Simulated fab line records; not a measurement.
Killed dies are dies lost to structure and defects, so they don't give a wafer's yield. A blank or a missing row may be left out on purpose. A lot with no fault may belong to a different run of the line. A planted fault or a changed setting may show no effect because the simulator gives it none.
fab line records | flow n5Finfet
record: lots: 24 wafers: 72 lastDay: 17
route steps=1938 shown BEOL_M1@829 BEOL_M2@842
lots with no fault: from the same line, run without faults
startH: hours from the record's first day to the start of the lot's first wafer shown | waitH: how many hours have passed since the lot's step before this one | " repeats the value in the row above | L1.1+2: a single row standing in for several wafers | - no value, or no start given | * or withheld: withheld | < > ~ a bound
route shown NAME@n: a module of which the file shows steps, and the number in the route of the first | usual: mean/standard deviation of fault-free wafers | same: alike in all rows | chamber/n: place in a boat | sites: readings site by site | _std_site: the values' standard deviation | _edge_site: the outer-site mean with the inner-site mean subtracted | radiusMm: how far each site lies from the wafer's centre | mask NAME#n: copy n | behind: the tool/chamber that last shaped the wafer | hold: the reason the lot was held/the length of the hold in hours/how it ended | device: the transistor (n, p or np) that didn't switch | end of line: tests run on the same wafers once the route is complete | a step given without rows: its recipe and nothing more | killed: at the first sort, the dies lost to defects and structure; wafer yield is something else | map: the dies of a wafer, with x for killed, . for not killed, _ for no die there
set.NAME: the setting the step ran with; set.NAME@STEP: the setting that earlier step ran with | model.NAME: the simulator's own value behind a step, which no gauge read
the route's steps for a sample of lots (tables are steps, rows are wafers)
services: a tool's chamber out of use, with start hour (startH, from the record's first day; less than 0 if before it), hours out, and reason
== steps ==
step: N5_BEOL_M1_ANNEAL_95
recipe: tempC: 400 timeS: 240 ambient: vacuum
usual: heaterPowerW: 786/43
columns lot.wafer tool chamber startH waitH heaterPowerW
L074.1 pvdSputter-01 - 127.04 0.0 765
L074.5 " - " " 789
L074.6 " - " " 802
L075.1 pvdSputter-03 - 137.75 0.0 780
L075.2 " - " " 847
L075.4 " - " " 773
L076.4 pvdSputter-02 - 147.05 0.0 822
L076.5 " - " " 710
L076.6 " - " " 824
L077.1 pvdSputter-03 - 147.17 0.0 771
L077.2 " - " " 850
L077.6 " - " " 789
L078.1 pvdSputter-03 - 149.93 0.0 776
L078.4 " - " " 761
L078.6 " - " " 762
L079.4 pvdSputter-02 - 159.72 0.1 805
L079.5 " - " " 740
L079.6 " - " " 807
L080.1 pvdSputter-03 - 167.57 0.0 863
L080.3 " - " " 789
L080.4 " - " " 780
L082.2 pvdSputter-03 - 176.86 0.0 797
L082.3 " - " " 761
L082.6 " - " " 805
L081.2 pvdSputter-01 - 178.62 0.0 779
L081.4 " - " " 793
L081.6 " - " " 797
L083.1 pvdSputter-03 - 181.52 0.0 772
L083.2 " - " " 770
L083.6 " - " " 852
L084.1 pvdSputter-02 - 184.64 0.0 811
L084.2 " - " " 819
L084.4 " - " " 660
L085.1 pvdSputter-02 - 196.08 0.0 695
L085.2 " - " " 762
L085.4 " - " " 823
L086.1 pvdSputter-03 - 204.56 0.0 771
L086.3 " - " " 855
L086.4 " - " " 780
L087.3 pvdSputter-03 - 210.34 0.0 781
L087.5 " - " " 777
L087.6 " - " " 758
L088.1 pvdSputter-02 - 210.83 0.0 851
L088.2 " - " " 826
L088.3 " - " " 692
L089.1 pvdSputter-02 - 231.39 0.0 824
L089.4 " - " " 842
L089.6 " - " " 808
L090.1 pvdSputter-03 - 235.73 0.0 779
L090.2 " - " " 783
L090.5 " - " " 870
L091.3 pvdSputter-02 - 237.31 0.0 807
L091.4 " - " " 832
L091.6 " - " " 808
L093.1 pvdSputter-01 - 237.99 0.0 810
L093.4 " - " " 784
L093.6 " - " " 802
L092.1 pvdSputter-03 - 238.81 0.0 860
L092.3 " - " " 781
L092.6 " - " " 856
L094.1 pvdSputter-03 - 243.91 0.0 872
L094.2 " - " " 775
L094.3 " - " " 769
L095.2 pvdSputter-01 - 257.70 0.0 792
L095.3 " - " " 789
L095.6 " - " " 765
L097.3 pvdSputter-01 - 265.89 0.0 780
L097.4 " - " " 819
L097.6 " - " " 802
L096.1 pvdSputter-02 - 266.03 0.0 741
L096.3 " - " " 690
L096.5 " - " " 810
step: N5_BEOL_M2_THK_MEAS_01
recipe: reads: SiOC_of_BEOL_M2_ILD_DEP_00
usual: M2_ILD_THK: 79.2/1
columns lot.wafer tool chamber startH waitH M2_ILD_THK[nm]
L074.1 filmMetro-01 - 128.56 0.0 79.0
L074.5 " - " " 79.3
L074.6 " - " " 80.1
L075.1 filmMetro-01 - 139.09 0.1 80.2
L075.2 " - " " 78.0
L075.4 " - " " 81.2
L076.4 filmMetro-01 - 148.40 0.0 80.1
L076.5 " - " " 80.2
L076.6 " - " " 79.6
L077.1 filmMetro-01 - 148.53 0.0 79.9
L077.2 " - " " 79.5
L077.6 " - " " 81.4
L078.1 filmMetro-02 - 151.25 0.0 78.0
L078.4 " - " " 78.6
L078.6 " - " " 79.4
L079.4 filmMetro-01 - 161.15 0.0 80.5
L079.5 " - " " 80.6
L079.6 " - " " 80.8
L080.1 filmMetro-01 - 168.95 0.1 78.3
L080.3 " - " " 78.3
L080.4 " - " " 79.1
L082.2 filmMetro-01 - 178.23 0.1 79.7
L082.3 " - " " 78.8
L082.6 " - " " 80.5
L081.2 filmMetro-01 - 179.96 0.1 78.2
L081.4 " - " " 79.8
L081.6 " - " " 79.6
L083.1 filmMetro-01 - 182.88 0.0 78.1
L083.2 " - " " 77.8
L083.6 " - " " 80.0
L084.1 filmMetro-02 - 185.95 0.0 78.1
L084.2 " - " " 79.3
L084.4 " - " " 80.8
L085.1 filmMetro-01 - 197.42 0.0 78.7
L085.2 " - " " 77.2
L085.4 " - " " 78.3
L086.1 filmMetro-02 - 205.88 0.0 78.1
L086.3 " - " " 78.9
L086.4 " - " " 80.1
L087.3 filmMetro-02 - 211.77 0.1 79.0
L087.5 " - " " 78.1
L087.6 " - " " 78.8
L088.1 filmMetro-02 - 212.15 0.0 77.9
L088.2 " - " " 77.3
L088.3 " - " " 78.7
L089.1 filmMetro-02 - 232.72 0.1 79.5
L089.4 " - " " 80.6
L089.6 " - " " 82.3
L090.1 filmMetro-02 - 237.40 0.0 77.8
L090.2 " - " " 77.1
L090.5 " - " " 79.9
L091.3 filmMetro-02 - 238.63 0.1 78.8
L091.4 " - " " 79.0
L091.6 " - " " 79.4
L093.1 filmMetro-01 - 239.31 0.0 80.0
L093.4 " - " " 80.4
L093.6 " - " " 79.2
L092.1 filmMetro-01 - 240.13 0.0 78.9
L092.3 " - " " 79.1
L092.6 " - " " 81.0
L094.1 filmMetro-01 - 245.23 0.0 78.7
L094.2 " - " " 79.4
L094.3 " - " " 79.3
L095.2 filmMetro-01 - 259.02 0.1 78.8
L095.3 " - " " 77.6
L095.6 " - " " 80.5
L097.3 filmMetro-02 - 267.46 0.1 79.3
L097.4 " - " " 78.8
L097.6 " - " " 79.6
L096.1 filmMetro-01 - 267.57 0.0 78.6
L096.3 " - " " 78.7
L096.5 " - " " 79.4
step: N5_BEOL_M2_HM_DEP_02
recipe: material: TiN targetThkA: 200 tempC: 25 chamberPressurePa: 0.49996
usual: throttleValvePct: 29.5/0.62
columns lot.wafer tool chamber startH waitH throttleValvePct
L074.1 pvdSputter-02 - 131.81 3.2 29.6
L074.5 " - " " 29.2
L074.6 " - " " 28.8
L075.1 pvdSputter-02 - 139.19 0.0 28.6
L075.2 " - " " 29.4
L075.4 " - " " 29.5
L076.4 pvdSputter-02 - 149.79 1.3 29.7
L076.5 " - " " 29.6
L076.6 " - " " 29.2
L077.1 pvdSputter-03 - 150.25 1.7 29.3
L077.2 " - " " 29.1
L077.6 " - " " 29.1
L078.1 pvdSputter-03 - 151.60 0.3 29.3
L078.4 " - " " 29.2
L078.6 " - " " 30.4
L079.4 pvdSputter-03 - 163.29 2.1 29.4
L079.5 " - " " 29.4
L079.6 " - " " 29.1
L080.1 pvdSputter-01 - 171.51 2.5 27.8
L080.3 " - " " 31.8
L080.4 " - " " 28.7
L082.2 pvdSputter-03 - 178.92 0.6 29.5
L082.3 " - " " 29.2
L082.6 " - " " 29.4
L081.2 pvdSputter-03 - 181.74 1.7 29.0
L081.4 " - " " 30.2
L081.6 " - " " 29.6
L083.1 pvdSputter-02 - 185.24 2.3 29.6
L083.2 " - " " 29.6
L083.6 " - " " 29.1
L084.1 pvdSputter-02 - 186.42 0.4 28.9
L084.2 " - " " 29.8
L084.4 " - " " 29.4
L085.1 pvdSputter-03 - 200.60 3.1 29.0
L085.2 " - " " 30.3
L085.4 " - " " 29.2
L086.1 pvdSputter-03 - 207.62 1.7 28.9
L086.3 " - " " 29.7
L086.4 " - " " 30.1
L087.3 pvdSputter-03 - 212.95 1.1 29.4
L087.5 " - " " 29.5
L087.6 " - " " 29.1
L088.1 pvdSputter-03 - 213.09 0.9 28.9
L088.2 " - " " 29.1
L088.3 " - " " 29.5
L089.1 pvdSputter-02 - 233.73 1.0 29.5
L089.4 " - " " 28.9
L089.6 " - " " 29.7
L090.1 pvdSputter-02 - 239.41 2.0 29.3
L090.2 " - " " 29.2
L090.5 " - " " 29.7
L091.3 pvdSputter-03 - 239.69 1.0 29.0
L091.4 " - " " 30.7
L091.6 " - " " 29.0
L093.1 pvdSputter-02 - 239.91 0.5 29.0
L093.4 " - " " 29.9
L093.6 " - " " 29.5
L092.1 pvdSputter-01 - 241.15 1.0 31.7
L092.3 " - " " 27.8
L092.6 " - " " 29.4
L094.1 pvdSputter-02 - 247.26 2.0 29.0
L094.2 " - " " 29.5
L094.3 " - " " 29.7
L095.2 pvdSputter-02 - 259.49 0.4 29.7
L095.3 " - " " 29.7
L095.6 " - " " 29.6
L097.3 pvdSputter-01 - 268.11 0.6 29.3
L097.4 " - " " 28.7
L097.6 " - " " 31.6
L096.1 pvdSputter-03 - 268.25 0.6 29.1
L096.3 " - " " 30.2
L096.5 " - " " 29.2
step: N5_BEOL_M2_ALD_98
recipe: material: SiO2 targetThkA: 25 tempC: 100 aldPrecursorFamily: BDEAS aldCoReactant: O2-plasma pulseTimeS: 1 coReactantPulseTimeS: 1 purgeTimeS: 2 coReactantPurgeTimeS: 2 aldCycles: 17 pressureTorr: 2
usual: heaterPowerW: 77/8.3 precursorPulseHeightRel: 1.000/0.02
columns lot.wafer tool chamber startH waitH heaterPowerW precursorPulseHeightRel sinceWetCleanH
L074.1 aldSin-03 2 134.66 0.8 72 1.022 324
L074.5 " 0 " " 83 1.011 -
L074.6 " 1 " " 69 1.011 -
L075.1 aldSin-04 3 140.96 0.1 64 0.995 133
L075.2 " 0 " " 91 1.028 133
L075.4 " 2 " " 81 1.031 133
L076.4 aldSin-02 2 151.53 0.1 82 1.014 51
L076.5 " 3 " " 90 0.977 -
L076.6 " 0 " " 82 0.994 -
L077.1 aldSin-02 0 153.09 1.3 83 1.017 53
L077.2 " 3 " " 89 1.021 53
L077.6 " 3 " " 87 1.020 -
L078.1 aldSin-03 0 153.45 0.2 81 1.001 342
L078.4 " 1 " " 70 1.002 342
L078.6 " 1 " " 69 1.002 -
L079.4 aldSin-04 3 164.91 0.1 64 1.005 157
L079.5 " 2 " " 78 0.994 -
L079.6 " 3 " " 64 1.031 -
L080.1 aldSin-02 3 174.10 0.1 88 0.999 74
L080.3 " 1 " " 59 1.015 74
L080.4 " 0 " " 83 0.961 74
L082.2 aldSin-04 1 181.87 1.3 77 1.025 174
L082.3 " 2 " " 82 0.979 174
L082.6 " 2 " " 80 0.997 -
L081.2 aldSin-04 1 184.69 1.2 75 0.969 177
L081.4 " 2 " " 81 0.994 177
L081.6 " 1 " " 74 0.987 -
L083.1 aldSin-04 2 187.59 0.5 81 1.038 180
L083.2 " 3 " " 64 1.011 180
L083.6 " 2 " " 81 0.984 -
L084.1 aldSin-04 3 188.31 0.3 66 1.019 181
L084.2 " 1 " " 75 0.978 181
L084.4 " 2 " " 80 0.998 181
L085.1 aldSin-02 1 202.25 0.1 60 1.026 102
L085.2 " 3 " " 89 1.008 102
L085.4 " 0 " " 81 0.990 102
L086.1 aldSin-02 3 209.56 0.2 90 1.036 109
L086.3 " 0 " " 81 1.016 109
L086.4 " 2 " " 81 0.947 109
L087.3 aldSin-03 3 214.64 0.1 80 0.984 23
L087.5 " 3 " " 79 1.017 -
L087.6 " 2 " " 71 1.005 -
L088.1 aldSin-02 0 215.22 0.4 83 1.019 115
L088.2 " 3 " " 89 1.005 115
L088.3 " 1 " " 59 1.033 115
L089.1 aldSin-04 2 235.61 0.1 80 0.997 228
L089.4 " 0 " " 92 0.980 228
L089.6 " 1 " " 75 1.007 -
L090.1 aldSin-03 2 241.81 0.6 71 0.981 50
L090.2 " 3 " " 79 0.979 50
L090.5 " 1 " " 68 0.995 -
L091.3 aldSin-03 3 241.91 0.2 75 1.022 50
L091.4 " 0 " " 81 0.997 50
L091.6 " 2 " " 72 0.992 -
L093.1 aldSin-03 3 242.00 0.1 79 1.003 50
L093.4 " 1 " " 71 0.977 50
L093.6 " 3 " " 77 1.002 -
L092.1 aldSin-03 0 242.80 0.1 81 1.006 51
L092.3 " 2 " " 71 0.994 51
L092.6 " 2 " " 71 1.004 -
L094.1 aldSin-04 0 249.93 0.5 93 1.026 242
L094.2 " 2 " " 80 0.996 242
L094.3 " 1 " " 76 1.008 242
L095.2 aldSin-04 1 261.62 0.1 77 1.004 254
L095.3 " 0 " " 92 0.966 254
L095.6 " 1 " " 76 0.990 -
L097.3 aldSin-03 2 269.99 0.3 73 0.971 78
L097.4 " 1 " " 70 0.995 78
L097.6 " 3 " " 77 0.978 -
L096.1 aldSin-03 3 270.08 0.1 76 0.991 78
L096.3 " 1 " " 69 1.024 78
L096.5 " 0 " " 80 1.029 -
step: N5_BEOL_M2_OCD_MEAS_38
usual: trenchDepthNm: 55.9/0.9
columns lot.wafer tool chamber startH waitH trenchDepthNm
L074.1 ocd-01 - 137.14 - 55.5
L074.5 " - " " 57.3
L074.6 " - " " 56.2
L075.1 ocd-01 - 144.50 - 55.0
L075.2 " - " " 54.1
L075.4 " - " " 55.1
L076.4 ocd-02 - 152.97 - 57.1
L076.5 " - " " 56.8
L076.6 " - " " 56.6
L077.1 ocd-01 - 154.67 - 55.9
L077.2 " - " " 55.0
L077.6 " - " " 57.7
L078.1 ocd-02 - 155.86 - 56.8
L078.4 " - " " 55.7
L078.6 " - " " 55.4
L079.4 ocd-02 - 169.02 - 54.9
L079.5 " - " " 55.2
L079.6 " - " " 55.3
L080.1 ocd-01 - 178.44 - 54.8
L080.3 " - " " 54.7
L080.4 " - " " 54.6
L082.2 ocd-01 - 182.41 - 57.1
L082.3 " - " " 56.6
L082.6 " - " " 55.7
L081.2 ocd-01 - 186.76 - 55.9
L081.4 " - " " 55.7
L081.6 " - " " 55.7
L083.1 ocd-01 - 189.01 - 55.8
L083.2 " - " " 54.7
L083.6 " - " " 54.9
L084.1 ocd-01 - 192.40 - 55.3
L084.2 " - " " 56.0
L084.4 " - " " 53.6
L085.1 ocd-01 - 204.22 - 55.7
L085.2 " - " " 55.9
L085.4 " - " " 57.2
L086.1 ocd-01 - 215.10 - 56.7
L086.3 " - " " 56.0
L086.4 " - " " 55.6
L087.3 ocd-01 - 215.27 - 56.3
L087.5 " - " " 57.1
L087.6 " - " " 55.2
L088.1 ocd-02 - 215.74 - 57.6
L088.2 " - " " 54.3
L088.3 " - " " 54.9
L089.1 ocd-02 - 236.14 - 55.5
L089.4 " - " " 55.5
L089.6 " - " " 56.4
L090.1 ocd-01 - 244.07 - 56.3
L090.2 " - " " 57.1
L090.5 " - " " 55.4
L091.3 ocd-02 - 244.45 - 55.8
L091.4 " - " " 55.5
L091.6 " - " " 55.9
L093.1 ocd-01 - 244.52 - 54.9
L093.4 " - " " 55.7
L093.6 " - " " 55.5
L092.1 ocd-02 - 244.94 - 56.4
L092.3 " - " " 56.0
L092.6 " - " " 56.1
L094.1 ocd-01 - 254.91 - 57.5
L094.2 " - " " 56.4
L094.3 " - " " 56.2
L095.2 ocd-01 - 262.84 - 57.0
L095.3 " - " " 57.4
L095.6 " - " " 55.8
L097.3 ocd-02 - 272.98 - 56.2
L097.4 " - " " 56.9
L097.6 " - " " 55.9
L096.1 ocd-01 - 275.00 - 55.8
L096.3 " - " " 55.8
L096.5 " - " " 56.8
step: N5_BEOL_M2_PRE_CLEAN_45
recipe: gas: H2/He timeS: 30 tempC: 250
usual: heaterPowerW: 316/15
columns lot.wafer tool chamber startH waitH heaterPowerW
L074.1 pvdSputter-03 - 138.11 0.0 304
L074.5 " - " " 311
L074.6 " - " " 334
L075.1 pvdSputter-01 - 144.92 0.0 303
L075.2 " - " " 319
L075.4 " - " " 329
L076.4 pvdSputter-01 - 153.66 0.0 320
L076.5 " - " " 327
L076.6 " - " " 321
L077.1 pvdSputter-02 - 155.55 0.0 299
L077.2 " - " " 330
L077.6 " - " " 331
L078.1 pvdSputter-01 - 156.54 0.0 327
L078.4 " - " " 315
L078.6 " - " " 336
L079.4 pvdSputter-01 - 171.65 0.0 326
L079.5 " - " " 327
L079.6 " - " " 317
L080.1 pvdSputter-01 - 178.98 0.0 319
L080.3 " - " " 321
L080.4 " - " " 318
L082.2 pvdSputter-02 - 182.94 0.0 299
L082.3 " - " " 327
L082.6 " - " " 331
L081.2 pvdSputter-03 - 188.73 0.0 314
L081.4 " - " " 311
L081.6 " - " " 310
L083.1 pvdSputter-01 - 189.41 0.0 320
L083.2 " - " " 301
L083.6 " - " " 316
L084.1 pvdSputter-01 - 193.03 0.0 323
L084.2 " - " " 296
L084.4 " - " " 321
L085.1 pvdSputter-03 - 204.82 0.0 313
L085.2 " - " " 315
L085.4 " - " " 341
L086.1 pvdSputter-02 - 215.62 0.0 297
L086.3 " - " " 326
L086.4 " - " " 328
L087.3 pvdSputter-01 - 215.80 0.0 321
L087.5 " - " " 325
L087.6 " - " " 324
L088.1 pvdSputter-03 - 215.98 0.0 293
L088.2 " - " " 310
L088.3 " - " " 314
L089.1 pvdSputter-03 - 236.77 0.0 304
L089.4 " - " " 310
L089.6 " - " " 313
L090.1 pvdSputter-03 - 244.35 0.0 306
L090.2 " - " " 308
L090.5 " - " " 307
L091.3 pvdSputter-03 - 244.72 0.0 305
L091.4 " - " " 307
L091.6 " - " " 309
L093.1 pvdSputter-01 - 244.82 0.0 325
L093.4 " - " " 313
L093.6 " - " " 318
L092.1 pvdSputter-02 - 247.22 0.0 332
L092.3 " - " " 325
L092.6 " - " " 304
L094.1 pvdSputter-02 - 255.50 0.0 269
L094.2 " - " " 334
L094.3 " - " " 302
L095.2 pvdSputter-03 - 263.23 0.0 342
L095.3 " - " " 304
L095.6 " - " " 305
L097.3 pvdSputter-03 - 275.03 0.0 313
L097.4 " - " " 310
L097.6 " - " " 311
L096.1 pvdSputter-03 - 275.25 0.0 299
L096.3 " - " " 339
L096.5 " - " " 347
== services ==
columns tool chamber startH hours kind
pvdSputter-03 - 104.26 1.1 repair
aldSin-03 3 172.68 20.5 repair
aldSin-03 - 178.11 14.0 pm
aldSin-03 0 178.11 14.0 ventCycle
aldSin-03 1 178.11 14.0 ventCycle
aldSin-03 2 178.11 14.0 ventCycle
aldSin-02 - 182.71 14.6 pm
aldSin-03 0 192.11 - clean
aldSin-03 1 192.11 - clean
aldSin-03 2 192.11 - clean
aldSin-04 - 223.62 0.7 repair
aldSin-03 - 254.01 0.5 repair
== key ==
fault none
